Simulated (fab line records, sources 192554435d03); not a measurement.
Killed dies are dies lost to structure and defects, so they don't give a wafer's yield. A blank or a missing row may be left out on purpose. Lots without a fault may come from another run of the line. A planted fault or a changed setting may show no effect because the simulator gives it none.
Tool commonality check | flow n5_finfet | 12 lots, 35 wafers sampled

WHY IT WAS OPENED
At N5_PMOS_HMC_CHANNEL_EPI_CD_MEAS_09 the reading cd_nm is flagged on 2 of 12 lots. Wafers without a fault read 237.6 nm, standard deviation 0.96.
Rule: a lot is flagged when every wafer of it that has a number lies more than 4 standard deviations from that mean, or none has a number. The other lots count as sound.

lot  | measured    | on        | cd_nm (nm), wafer by wafer | flag
L546 | day 1 17:04 | cd_sem-03 | 236.3 237.1                |
L547 | day 1 23:13 | cd_sem-01 | 237.6 234.7 236.0          |
L548 | day 2 05:07 | cd_sem-01 | 238.8 237.4 238.6          |
L549 | day 2 11:50 | cd_sem-01 | 239.1 237.6 237.3          |
L550 | day 2 18:44 | cd_sem-03 | 237.3 237.2 236.9          |
L551 | day 2 23:49 | cd_sem-01 | 237.2 237.2 238.7          |
L555 | day 3 23:23 | cd_sem-03 | 221.1 222.1 219.9          | FLAGGED
L558 | day 4 18:01 | cd_sem-03 | 234.9 237.8 236.1          |
L561 | day 5 11:29 | cd_sem-03 | 219.9 220.2 219.7          | FLAGGED
L562 | day 5 17:10 | cd_sem-03 | 237.1 237.7 238.0          |
L565 | day 6 11:24 | cd_sem-03 | 238.6 239.0 238.8          |
L568 | day 7 05:23 | cd_sem-03 | 236.9 236.4 236.8          |
The numbers of the flagged lots are 220.5 nm on average: -17.1 nm against the usual, or -18 standard deviations.

WHICH TOOL RAN EACH LOT
The record holds 2 process steps before the reading, out of a route of 1938 steps. In each cell: the tool, then ch and the chambers that the sampled wafers went through, then the start.
lot  | flag    | N5_PMOS_HMC_CHANNEL_EPI_HM_DEP_34 | N5_PMOS_HMC_CHANNEL_EPI_PEB_07
L546 |         | pecvd-02 ch 1,2, day 1 16:48      | litho_track-03 ch 0, day 1 17:01
L547 |         | pecvd-02 ch 0,1,2, day 1 22:57    | litho_track-01 ch 0, day 1 23:10
L548 |         | pecvd-04 ch 1,2, day 2 04:43      | litho_track-01 ch 0, day 2 05:04
L549 |         | pecvd-04 ch 0,1,2, day 2 11:33    | litho_track-04 ch 0, day 2 11:46
L550 |         | pecvd-04 ch 1,2, day 2 18:19      | litho_track-01 ch 0, day 2 18:40
L551 |         | pecvd-04 ch 1,2, day 2 23:25      | litho_track-03 ch 0, day 2 23:45
L555 | FLAGGED | pecvd-02 ch 0,1,2, day 3 23:06    | litho_track-04 ch 0, day 3 23:19
L558 |         | pecvd-01 ch 1,2, day 4 17:37      | litho_track-01 ch 0, day 4 17:58
L561 | FLAGGED | pecvd-01 ch 0,1,2, day 5 11:05    | litho_track-04 ch 0, day 5 11:25
L562 |         | pecvd-01 ch 0,2, day 5 16:44      | litho_track-03 ch 0, day 5 17:05
L565 |         | pecvd-04 ch 0,1,2, day 6 10:59    | litho_track-03 ch 0, day 6 11:20
L568 |         | pecvd-01 ch 0,1,2, day 7 05:07    | litho_track-01 ch 0, day 7 05:20
What these steps do:
- N5_PMOS_HMC_CHANNEL_EPI_HM_DEP_34: deposits SiO2 from TEOS/O2, target thk 36 nm, time 6.9 s.
- N5_PMOS_HMC_CHANNEL_EPI_PEB_07: peb time 60 s.
- N5_PMOS_HMC_CHANNEL_EPI_CD_MEAS_09: target cd 237.4 nm.

FLAGGED OVER TOTAL, TOOL BY TOOL (the gauges that took the reading come last)
step                               | tool           | lots run | flagged | share of the flagged lots | sound lots run after its first flagged lot
N5_PMOS_HMC_CHANNEL_EPI_HM_DEP_34  | pecvd-01       | 4        | 1       | some                      | 2 (L562,L568)
N5_PMOS_HMC_CHANNEL_EPI_HM_DEP_34  | pecvd-02       | 3        | 1       | some                      | 0
N5_PMOS_HMC_CHANNEL_EPI_HM_DEP_34  | pecvd-04       | 5        | 0       | none                      | -
N5_PMOS_HMC_CHANNEL_EPI_PEB_07     | litho_track-01 | 5        | 0       | none                      | -
N5_PMOS_HMC_CHANNEL_EPI_PEB_07     | litho_track-03 | 4        | 0       | none                      | -
N5_PMOS_HMC_CHANNEL_EPI_PEB_07     | litho_track-04 | 3        | 2       | all                       | 0
N5_PMOS_HMC_CHANNEL_EPI_CD_MEAS_09 | cd_sem-01      | 4        | 0       | none                      | -
N5_PMOS_HMC_CHANNEL_EPI_CD_MEAS_09 | cd_sem-03      | 8        | 2       | all                       | 4 (L558,L562,L565,L568)

WHAT THE TABLE ALLOWS
2 rows of the table ran every flagged lot: litho_track-04 at N5_PMOS_HMC_CHANNEL_EPI_PEB_07, cd_sem-03 at N5_PMOS_HMC_CHANNEL_EPI_CD_MEAS_09.
- litho_track-04 at N5_PMOS_HMC_CHANNEL_EPI_PEB_07: 2 of its 3 lots flagged. Its last sound lot is L549 (day 2 11:46), its first flagged lot L555 (day 3 23:19): a fault that began between those two fits. Its own readings lie more than 4 standard deviations out on every wafer of the flagged lots: heater_power_total_W, plate_temp_C.
- cd_sem-03 at N5_PMOS_HMC_CHANNEL_EPI_CD_MEAS_09: 2 of its 8 lots flagged. Sound lots ran on it after the first flagged one (L558, L562, L565, L568), which a lasting fault on the whole tool wouldn't allow.
One tool is left: litho_track-04 at N5_PMOS_HMC_CHANNEL_EPI_PEB_07.

WHAT THE SIMULATOR HAD PUT IN
Process parameter drift: litho_track-04, from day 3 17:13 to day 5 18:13, at N5_PMOS_HMC_CHANNEL_EPI_PEB_07. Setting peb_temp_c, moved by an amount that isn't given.
Lots struck among those shown: L555, L561. The rule above found the same.
